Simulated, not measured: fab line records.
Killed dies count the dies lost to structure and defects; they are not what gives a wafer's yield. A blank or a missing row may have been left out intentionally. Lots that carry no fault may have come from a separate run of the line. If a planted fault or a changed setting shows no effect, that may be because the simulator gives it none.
Which tool is to blame?    flow n5_finfet    12 lots with 36 wafers sampled at 5 steps, on a route of 1938 steps

## WHAT THE GAUGES SHOWED, per wafer
N5_BEOL_M6_INSPECT_13: inspects for defects (brightfield).
lot   measured      on                 raw_defect_count
L075  day 9 09:07   defect_inspect-02  451 454 551
L077  day 9 23:20   defect_inspect-01  455 530 343
L078  day 10 04:38  defect_inspect-02  515 436 447
L081  day 10 22:18  defect_inspect-01  375 396 374
L083  day 11 12:56  defect_inspect-02  408 545 770
L084  day 11 18:38  defect_inspect-01  410 454 479
L086  day 11 23:41  defect_inspect-02  784 420 636
L089  day 12 17:53  defect_inspect-01  315 356 284
L091  day 13 20:16  defect_inspect-01  312 467 426
L092  day 13 20:47  defect_inspect-02  246 322 223
L096  day 14 00:16  defect_inspect-02  356 268 343
L097  day 14 23:50  defect_inspect-01  266 338 387

## WHICH TOOL RAN EACH LOT (tool, then ch and the chambers of the sampled wafers, then the start)
lot   N5_BEOL_M5_CURE_79             N5_BEOL_M5_DESCUM_16                N5_BEOL_M5_SURFACE_TREAT_87   N5_BEOL_M5_SPUTTER_48
L075  uv_cure-02 ch 1, day 8 19:05   rie_diel-01 ch 0,2,3, day 8 21:46   pvd_sputter-01, day 9 01:01   pvd_sputter-01, day 9 01:16
L077  uv_cure-01 ch 0, day 9 07:02   rie_diel-01 ch 0,3, day 9 09:14     pvd_sputter-03, day 9 14:28   pvd_sputter-03, day 9 14:40
L078  uv_cure-01 ch 0, day 9 10:38   rie_diel-03 ch 0,2,3, day 9 14:05   pvd_sputter-02, day 9 18:41   pvd_sputter-02, day 9 19:01
L081  uv_cure-01 ch 0, day 10 04:46  rie_diel-01 ch 0,3, day 10 06:07    pvd_sputter-01, day 10 12:05  pvd_sputter-02, day 10 12:23
L083  uv_cure-02 ch 2, day 10 22:11  rie_diel-03 ch 0,2,3, day 11 01:28  pvd_sputter-03, day 11 04:21  pvd_sputter-01, day 11 04:34
L084  uv_cure-02 ch 0, day 11 03:07  rie_diel-01 ch 0,1,3, day 11 04:59  pvd_sputter-01, day 11 10:14  pvd_sputter-02, day 11 10:50
L086  uv_cure-02 ch 1, day 11 06:36  rie_diel-03 ch 0,3, day 11 10:08    pvd_sputter-02, day 11 15:46  pvd_sputter-01, day 11 16:03
L089  uv_cure-01 ch 1, day 12 04:57  rie_diel-03 ch 1,2,3, day 12 06:37  pvd_sputter-02, day 12 09:25  pvd_sputter-01, day 12 09:46
L091  uv_cure-01 ch 1, day 13 00:46  rie_diel-01 ch 0,1,3, day 13 04:34  pvd_sputter-01, day 13 09:34  pvd_sputter-01, day 13 10:01
L092  uv_cure-03 ch 1, day 13 05:31  rie_diel-02 ch 1,2, day 13 08:41    pvd_sputter-03, day 13 12:14  pvd_sputter-03, day 13 12:35
L096  uv_cure-02 ch 1, day 13 10:19  rie_diel-03 ch 0,2,3, day 13 12:04  pvd_sputter-02, day 13 16:26  pvd_sputter-03, day 13 17:00
L097  uv_cure-01 ch 1, day 14 07:28  rie_diel-03 ch 0,1,3, day 14 08:56  pvd_sputter-02, day 14 12:10  pvd_sputter-03, day 14 12:33
- N5_BEOL_M5_CURE_79: cures SiCOH lowk, time 240 s.
- N5_BEOL_M5_DESCUM_16: chemistry O2, time 7 s.
- N5_BEOL_M5_SURFACE_TREAT_87
- N5_BEOL_M5_SPUTTER_48: material Cu, target thk 15 nm, time 27.62 s.

## THE ANSWER, worked out from the rows above alone
Rule: what is usual is taken from the lots themselves. Put in order of their means at a reading, lots are off if they are a third of the lots or fewer, leave a main group of 4 or more, and stand apart from it by a gap of 3 or more times the standard deviation of the main group's means; of several such gaps the widest counts. A main group is skipped when, at the precision printed for the reading in the tables above, its means are all equal. A lot without any number at a reading at which 4 lots or more have one is off too. Any other lot the step has rows for is counted as sound.
Across all readings shown, no lot is off: no conclusion can be drawn from this.

## WHAT THE SIMULATOR HAD INSERTED
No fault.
